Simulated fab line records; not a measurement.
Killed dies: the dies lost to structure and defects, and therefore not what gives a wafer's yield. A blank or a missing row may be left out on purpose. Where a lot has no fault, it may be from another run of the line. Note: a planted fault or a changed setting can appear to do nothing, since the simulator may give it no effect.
Which tool is to blame? || flow n5_finfet || Sampling: 10 lots, 30 wafers, 5 of 1938 route steps

## WHAT EACH GAUGE READ, for each wafer
N5_BEOL_M4_RS_MEAS_58: measurement is done with a four-point probe.
{"lot": "L232", "measured": "day 7 20:46", "on": "film_metro-02", "M4_RS (ohm/sq)": "0.714 0.685 0.653"}
{"lot": "L234", "measured": "day 8 14:21", "on": "film_metro-01", "M4_RS (ohm/sq)": "0.711 0.698 0.761"}
{"lot": "L235", "measured": "day 8 17:50", "on": "film_metro-01", "M4_RS (ohm/sq)": "0.670 0.700 0.655"}
{"lot": "L238", "measured": "day 9 05:26", "on": "film_metro-02", "M4_RS (ohm/sq)": "0.653 0.670 0.672"}
{"lot": "L239", "measured": "day 9 18:37", "on": "film_metro-01", "M4_RS (ohm/sq)": "0.633 0.641 0.638"}
{"lot": "L240", "measured": "day 9 21:04", "on": "film_metro-01", "M4_RS (ohm/sq)": "0.645 0.665 0.625"}
{"lot": "L244", "measured": "day 11 05:34", "on": "film_metro-01", "M4_RS (ohm/sq)": "0.680 0.695 0.676"}
{"lot": "L248", "measured": "day 12 08:41", "on": "film_metro-01", "M4_RS (ohm/sq)": "0.608 0.593 0.628"}
{"lot": "L249", "measured": "day 12 12:28", "on": "film_metro-01", "M4_RS (ohm/sq)": "0.672 0.644 0.652"}
{"lot": "L253", "measured": "day 13 19:36", "on": "film_metro-02", "M4_RS (ohm/sq)": "0.652 0.659 0.641"}

N5_BEOL_M4_RC_MEAS_101.
{"lot": "L232", "measured": "day 7 20:49", "on": "prober-02", "DIBL_N (mV/V)": "35.6 36.6 35.5", "DIBL_P (mV/V)": "35.4 36.4 35.4", "IOFF_N (nA/um)": "0.143 0.167 0.149", "IOFF_P (nA/um)": "0.19 0.20 0.19", "IOFF_P_85C (nA/um)": "3.3 3.6 3.3", "IOFF_P_LIN (nA/um)": "0.091 0.095 0.090", "IOFF_P_LONG (nA/um)": "9.8e-05 9.5e-05 9.8e-05", "ION_N (uA/um)": "663 665 674", "ION_P (uA/um)": "459 450 461", "SS_N (mV/dec)": "71.8 72.1 71.7", "SS_P (mV/dec)": "73.3 73.2 72.7", "VT_N (mV)": "252.3 249.5 251.7", "VT_N_LVT (mV)": "100.9 98.7 100.3", "VT_P (mV)": "-255 -253 -255", "VT_P_LONG (mV)": "-276.4 -278.8 -276.2"}
{"lot": "L234", "measured": "day 8 14:34", "on": "prober-02", "DIBL_N (mV/V)": "36.8 37.5 38.1", "DIBL_P (mV/V)": "36.5 36.5 37.9", "IOFF_N (nA/um)": "0.161 0.173 0.186", "IOFF_P (nA/um)": "0.26 0.25 0.29", "IOFF_P_85C (nA/um)": "4.4 4.2 4.7", "IOFF_P_LIN (nA/um)": "0.122 0.115 0.128", "IOFF_P_LONG (nA/um)": "0.00012 0.000112 0.000118", "ION_N (uA/um)": "684 680 689", "ION_P (uA/um)": "479 475 482", "SS_N (mV/dec)": "71.6 72.0 71.9", "SS_P (mV/dec)": "73.5 73.7 73.7", "VT_N (mV)": "249.2 247.9 245.9", "VT_N_LVT (mV)": "98.9 97.0 97.1", "VT_P (mV)": "-243 -248 -244", "VT_P_LONG (mV)": "-269.9 -272.3 -271.4"}
{"lot": "L235", "measured": "day 8 18:02", "on": "prober-01", "DIBL_N (mV/V)": "36.1 37.7 35.5", "DIBL_P (mV/V)": "37.5 39.1 36.7", "IOFF_N (nA/um)": "0.159 0.190 0.152", "IOFF_P (nA/um)": "0.23 0.27 0.22", "IOFF_P_85C (nA/um)": "3.9 4.4 3.9", "IOFF_P_LIN (nA/um)": "0.105 0.117 0.103", "IOFF_P_LONG (nA/um)": "0.000106 0.000105 0.000106", "ION_N (uA/um)": "674 678 677", "ION_P (uA/um)": "469 469 471", "SS_N (mV/dec)": "71.1 71.6 71.4", "SS_P (mV/dec)": "73.0 73.6 73.6", "VT_N (mV)": "248.9 249.7 253.0", "VT_N_LVT (mV)": "100.0 97.3 101.0", "VT_P (mV)": "-247 -248 -252", "VT_P_LONG (mV)": "-276.4 -276.5 -275.3"}
{"lot": "L238", "measured": "day 9 05:38", "on": "prober-01", "DIBL_N (mV/V)": "35.7 37.9 37.6", "DIBL_P (mV/V)": "35.3 38.6 37.6", "IOFF_N (nA/um)": "0.135 0.182 0.172", "IOFF_P (nA/um)": "0.19 0.24 0.22", "IOFF_P_85C (nA/um)": "3.3 4.0 3.8", "IOFF_P_LIN (nA/um)": "0.092 0.107 0.102", "IOFF_P_LONG (nA/um)": "9.6e-05 0.0001 9.7e-05", "ION_N (uA/um)": "663 680 689", "ION_P (uA/um)": "459 464 470", "SS_N (mV/dec)": "71.3 71.5 71.0", "SS_P (mV/dec)": "73.8 74.6 74.1", "VT_N (mV)": "253.6 247.2 249.3", "VT_N_LVT (mV)": "102.7 97.7 98.5", "VT_P (mV)": "-253 -248 -251", "VT_P_LONG (mV)": "-277.6 -274.9 -273.5"}
{"lot": "L239", "measured": "day 9 18:59", "on": "prober-01", "DIBL_N (mV/V)": "36.0 37.8 37.8", "DIBL_P (mV/V)": "35.8 37.9 37.7", "IOFF_N (nA/um)": "0.153 0.184 0.179", "IOFF_P (nA/um)": "0.19 0.22 0.21", "IOFF_P_85C (nA/um)": "3.3 3.8 3.7", "IOFF_P_LIN (nA/um)": "0.088 0.099 0.095", "IOFF_P_LONG (nA/um)": "9.8e-05 9.7e-05 0.0001", "ION_N (uA/um)": "673 667 684", "ION_P (uA/um)": "455 450 457", "SS_N (mV/dec)": "72.0 72.8 72.0", "SS_P (mV/dec)": "73.9 73.8 73.6", "VT_N (mV)": "249.3 247.4 245.8", "VT_N_LVT (mV)": "98.4 96.6 96.8", "VT_P (mV)": "-253 -251 -253", "VT_P_LONG (mV)": "-278.8 -278.1 -277.4"}
{"lot": "L240", "measured": "day 9 21:07", "on": "prober-01", "DIBL_N (mV/V)": "36.0 35.8 36.5", "DIBL_P (mV/V)": "37.5 37.3 37.8", "IOFF_N (nA/um)": "0.176 0.174 0.187", "IOFF_P (nA/um)": "0.25 0.25 0.27", "IOFF_P_85C (nA/um)": "4.3 4.2 4.5", "IOFF_P_LIN (nA/um)": "0.115 0.116 0.123", "IOFF_P_LONG (nA/um)": "0.000115 0.000114 0.000113", "ION_N (uA/um)": "676 672 679", "ION_P (uA/um)": "468 469 469", "SS_N (mV/dec)": "71.8 71.7 73.1", "SS_P (mV/dec)": "74.1 74.3 73.4", "VT_N (mV)": "248.6 246.6 249.4", "VT_N_LVT (mV)": "99.0 97.8 98.0", "VT_P (mV)": "-244 -248 -246", "VT_P_LONG (mV)": "-271.7 -274.0 -274.5"}
{"lot": "L244", "measured": "day 11 05:37", "on": "prober-02", "DIBL_N (mV/V)": "37.6 35.4 36.4", "DIBL_P (mV/V)": "38.3 34.8 36.9", "IOFF_N (nA/um)": "0.190 0.134 0.165", "IOFF_P (nA/um)": "0.26 0.19 0.23", "IOFF_P_85C (nA/um)": "4.2 3.3 3.9", "IOFF_P_LIN (nA/um)": "0.113 0.091 0.107", "IOFF_P_LONG (nA/um)": "0.0001 9.8e-05 0.000102", "ION_N (uA/um)": "675 655 686", "ION_P (uA/um)": "466 447 467", "SS_N (mV/dec)": "71.9 70.7 71.2", "SS_P (mV/dec)": "73.5 72.7 73.6", "VT_N (mV)": "247.7 255.9 248.5", "VT_N_LVT (mV)": "95.5 101.5 96.9", "VT_P (mV)": "-248 -253 -251", "VT_P_LONG (mV)": "-276.4 -276.0 -279.0"}
{"lot": "L248", "measured": "day 12 08:54", "on": "prober-02", "DIBL_N (mV/V)": "38.2 35.8 35.6", "DIBL_P (mV/V)": "39.1 36.5 35.4", "IOFF_N (nA/um)": "0.202 0.160 0.148", "IOFF_P (nA/um)": "0.10 0.21 0.19", "IOFF_P_85C (nA/um)": "2.0 3.7 3.4", "IOFF_P_LIN (nA/um)": "0.045 0.103 0.094", "IOFF_P_LONG (nA/um)": "6.4e-05 0.000108 0.000108", "ION_N (uA/um)": "680 660 676", "ION_P (uA/um)": "428 454 460", "SS_N (mV/dec)": "71.1 71.4 71.3", "SS_P (mV/dec)": "73.4 72.9 73.3", "VT_N (mV)": "245.6 248.4 250.4", "VT_N_LVT (mV)": "66.9 98.4 98.7", "VT_P (mV)": "-273 -249 -252", "VT_P_LONG (mV)": "-301.9 -273.8 -274.0"}
{"lot": "L249", "measured": "day 12 12:41", "on": "prober-02", "DIBL_N (mV/V)": "36.8 36.8 37.8", "DIBL_P (mV/V)": "38.5 38.7 40.1", "IOFF_N (nA/um)": "0.174 0.182 0.198", "IOFF_P (nA/um)": "0.08 0.24 0.25", "IOFF_P_85C (nA/um)": "1.6 4.0 4.2", "IOFF_P_LIN (nA/um)": "0.038 0.107 0.114", "IOFF_P_LONG (nA/um)": "5.8e-05 0.0001 0.0001", "ION_N (uA/um)": "686 684 688", "ION_P (uA/um)": "421 470 467", "SS_N (mV/dec)": "71.9 71.7 72.4", "SS_P (mV/dec)": "73.5 73.6 73.6", "VT_N (mV)": "247.8 248.8 244.6", "VT_N_LVT (mV)": "70.9 96.6 95.5", "VT_P (mV)": "-277 -248 -246", "VT_P_LONG (mV)": "-305.1 -278.3 -278.2"}
{"lot": "L253", "measured": "day 13 19:39", "on": "prober-01", "DIBL_N (mV/V)": "32.4 33.6 33.5", "DIBL_P (mV/V)": "32.4 34.1 33.6", "IOFF_N (nA/um)": "0.116 0.125 0.126", "IOFF_P (nA/um)": "0.17 0.18 0.17", "IOFF_P_85C (nA/um)": "3.0 3.2 3.0", "IOFF_P_LIN (nA/um)": "0.087 0.093 0.087", "IOFF_P_LONG (nA/um)": "0.000112 0.000112 0.000109", "ION_N (uA/um)": "662 672 670", "ION_P (uA/um)": "457 472 458", "SS_N (mV/dec)": "70.1 70.4 70.2", "SS_P (mV/dec)": "72.2 72.7 72.0", "VT_N (mV)": "252.3 252.2 247.5", "VT_N_LVT (mV)": "102.2 101.2 99.9", "VT_P (mV)": "-253 -251 -254", "VT_P_LONG (mV)": "-273.8 -274.2 -277.1"}

## WHICH TOOL RAN EACH LOT (tool, then ch and the chambers of the sampled wafers, then the start)
{"lot": "L232", "N5_HKMG_FIN_ALD_74": "ald_hk-01 ch 0,1, day 3 21:33", "N5_BEOL_M4_ANNEAL_87": "pvd_sputter-02, day 7 18:26", "N5_BEOL_M4_CO_CAP_55": "cvd_co-01 ch 1,2, day 7 20:35"}
{"lot": "L234", "N5_HKMG_FIN_ALD_74": "ald_hk-02 ch 2,3, day 4 11:29", "N5_BEOL_M4_ANNEAL_87": "pvd_sputter-02, day 8 12:16", "N5_BEOL_M4_CO_CAP_55": "cvd_co-01 ch 0,1,2, day 8 14:10"}
{"lot": "L235", "N5_HKMG_FIN_ALD_74": "ald_hk-03 ch 0,2,3, day 4 18:41", "N5_BEOL_M4_ANNEAL_87": "pvd_sputter-02, day 8 15:46", "N5_BEOL_M4_CO_CAP_55": "cvd_co-01 ch 0,1, day 8 17:39"}
{"lot": "L238", "N5_HKMG_FIN_ALD_74": "ald_hk-02 ch 0,1,2, day 5 08:18", "N5_BEOL_M4_ANNEAL_87": "pvd_sputter-03, day 9 03:22", "N5_BEOL_M4_CO_CAP_55": "cvd_co-01 ch 0,2, day 9 05:15"}
{"lot": "L239", "N5_HKMG_FIN_ALD_74": "ald_hk-02 ch 1,2, day 5 17:33", "N5_BEOL_M4_ANNEAL_87": "pvd_sputter-02, day 9 16:04", "N5_BEOL_M4_CO_CAP_55": "cvd_co-02 ch 0,1,2, day 9 18:24"}
{"lot": "L240", "N5_HKMG_FIN_ALD_74": "ald_hk-02 ch 0,1,3, day 6 04:03", "N5_BEOL_M4_ANNEAL_87": "pvd_sputter-01, day 9 18:55", "N5_BEOL_M4_CO_CAP_55": "cvd_co-01 ch 0,2, day 9 20:53"}
{"lot": "L244", "N5_HKMG_FIN_ALD_74": "ald_hk-02 ch 0,2,3, day 7 01:47", "N5_BEOL_M4_ANNEAL_87": "pvd_sputter-02, day 11 03:29", "N5_BEOL_M4_CO_CAP_55": "cvd_co-02 ch 0,1,2, day 11 05:23"}
{"lot": "L248", "N5_HKMG_FIN_ALD_74": "ald_hk-03 ch 0,1,2, day 7 21:50", "N5_BEOL_M4_ANNEAL_87": "pvd_sputter-03, day 12 06:37", "N5_BEOL_M4_CO_CAP_55": "cvd_co-01 ch 0,2, day 12 08:31"}
{"lot": "L249", "N5_HKMG_FIN_ALD_74": "ald_hk-03 ch 0,1,3, day 8 06:48", "N5_BEOL_M4_ANNEAL_87": "pvd_sputter-03, day 12 09:41", "N5_BEOL_M4_CO_CAP_55": "cvd_co-02 ch 0,1,2, day 12 12:17"}
{"lot": "L253", "N5_HKMG_FIN_ALD_74": "ald_hk-02 ch 0,1,3, day 9 04:08", "N5_BEOL_M4_ANNEAL_87": "pvd_sputter-02, day 13 17:16", "N5_BEOL_M4_CO_CAP_55": "cvd_co-01 ch 0,2, day 13 19:25"}
- N5_HKMG_FIN_ALD_74: deposits La2O3, target thk 0.5 nm, pulse time 6 s, co reactant pulse time 1 s.
- N5_BEOL_M4_ANNEAL_87: time 240 s.
- N5_BEOL_M4_CO_CAP_55: material Co, precursor CCTBA/H2, target thk 2 nm, time 102.1 s.

## WHAT THE TOOLS THEMSELVES READ (means of the sampled wafers that have a number; where no wafer has one, the mark that the record gives instead)
N5_HKMG_FIN_ALD_74.
{"lot": "L232", "tool": "ald_hk-01", "heater_power_w (W)": 302, "precursor_pulse_height_rel": 0.997}
{"lot": "L234", "tool": "ald_hk-02", "heater_power_w (W)": 333, "precursor_pulse_height_rel": 0.996}
{"lot": "L235", "tool": "ald_hk-03", "heater_power_w (W)": 327, "precursor_pulse_height_rel": 1.007}
{"lot": "L238", "tool": "ald_hk-02", "heater_power_w (W)": 370, "precursor_pulse_height_rel": 1.009}
{"lot": "L239", "tool": "ald_hk-02", "heater_power_w (W)": 387, "precursor_pulse_height_rel": 1.022}
{"lot": "L240", "tool": "ald_hk-02", "heater_power_w (W)": 346, "precursor_pulse_height_rel": 1.013}
{"lot": "L244", "tool": "ald_hk-02", "heater_power_w (W)": 332, "precursor_pulse_height_rel": 0.991}
{"lot": "L248", "tool": "ald_hk-03", "heater_power_w (W)": 329, "precursor_pulse_height_rel": 1.006}
{"lot": "L249", "tool": "ald_hk-03", "heater_power_w (W)": 336, "precursor_pulse_height_rel": 0.993}
{"lot": "L253", "tool": "ald_hk-02", "heater_power_w (W)": 348, "precursor_pulse_height_rel": 1.009}

N5_BEOL_M4_ANNEAL_87.
{"lot": "L232", "tool": "pvd_sputter-02", "heater_power_w (W)": 771}
{"lot": "L234", "tool": "pvd_sputter-02", "heater_power_w (W)": 806}
{"lot": "L235", "tool": "pvd_sputter-02", "heater_power_w (W)": 778}
{"lot": "L238", "tool": "pvd_sputter-03", "heater_power_w (W)": 938}
{"lot": "L239", "tool": "pvd_sputter-02", "heater_power_w (W)": 799}
{"lot": "L240", "tool": "pvd_sputter-01", "heater_power_w (W)": 784}
{"lot": "L244", "tool": "pvd_sputter-02", "heater_power_w (W)": 775}
{"lot": "L248", "tool": "pvd_sputter-03", "heater_power_w (W)": 869}
{"lot": "L249", "tool": "pvd_sputter-03", "heater_power_w (W)": 830}
{"lot": "L253", "tool": "pvd_sputter-02", "heater_power_w (W)": 763}

N5_BEOL_M4_CO_CAP_55.
{"lot": "L232", "tool": "cvd_co-01", "heater_power_w (W)": 234}
{"lot": "L234", "tool": "cvd_co-01", "heater_power_w (W)": 229}
{"lot": "L235", "tool": "cvd_co-01", "heater_power_w (W)": 232}
{"lot": "L238", "tool": "cvd_co-01", "heater_power_w (W)": 218}
{"lot": "L239", "tool": "cvd_co-02", "heater_power_w (W)": 272}
{"lot": "L240", "tool": "cvd_co-01", "heater_power_w (W)": 229}
{"lot": "L244", "tool": "cvd_co-02", "heater_power_w (W)": 273}
{"lot": "L248", "tool": "cvd_co-01", "heater_power_w (W)": 223}
{"lot": "L249", "tool": "cvd_co-02", "heater_power_w (W)": 277}
{"lot": "L253", "tool": "cvd_co-01", "heater_power_w (W)": 229}

## THE ANSWER, worked out from the rows above alone
Rule: usual is defined by the lots themselves. The widest of any qualifying gaps counts: lots, ordered by their means at a reading, are off when they make up no more than a third of the lots, leave a main group of 4 or more, and stand apart from it by 3 or more times the standard deviation of that group's means. If all means in a main group match to the digits the tables above print for the reading, that group is not used. A lot without any number at a reading at which 4 lots or more have one is off too. Any other lot the step has rows for is counted as sound. The gauges are gone through in route order, then the tools' own readings, and for those a lot's mean is taken as printed above. At the first step where some lot is off, the reading lying furthest off is the one used; lots without a number count as furthest.
Off: L248, L249, seen at N5_BEOL_M4_RC_MEAS_101 (VT_N_LVT). The main group: mean 98.9 mV, standard deviation 1.2.
A tool fits if, at a process step before that reading, it ran every lot that is off, and no sound lot after the first of them. Those tools and the gauges at N5_BEOL_M4_RC_MEAS_101 are tried in the same way. Can't be told from this: 3 tools fit, ald_hk-03 at N5_HKMG_FIN_ALD_74, pvd_sputter-03 at N5_BEOL_M4_ANNEAL_87, prober-02 at N5_BEOL_M4_RC_MEAS_101.

## WHAT WAS PUT IN BY THE SIMULATOR
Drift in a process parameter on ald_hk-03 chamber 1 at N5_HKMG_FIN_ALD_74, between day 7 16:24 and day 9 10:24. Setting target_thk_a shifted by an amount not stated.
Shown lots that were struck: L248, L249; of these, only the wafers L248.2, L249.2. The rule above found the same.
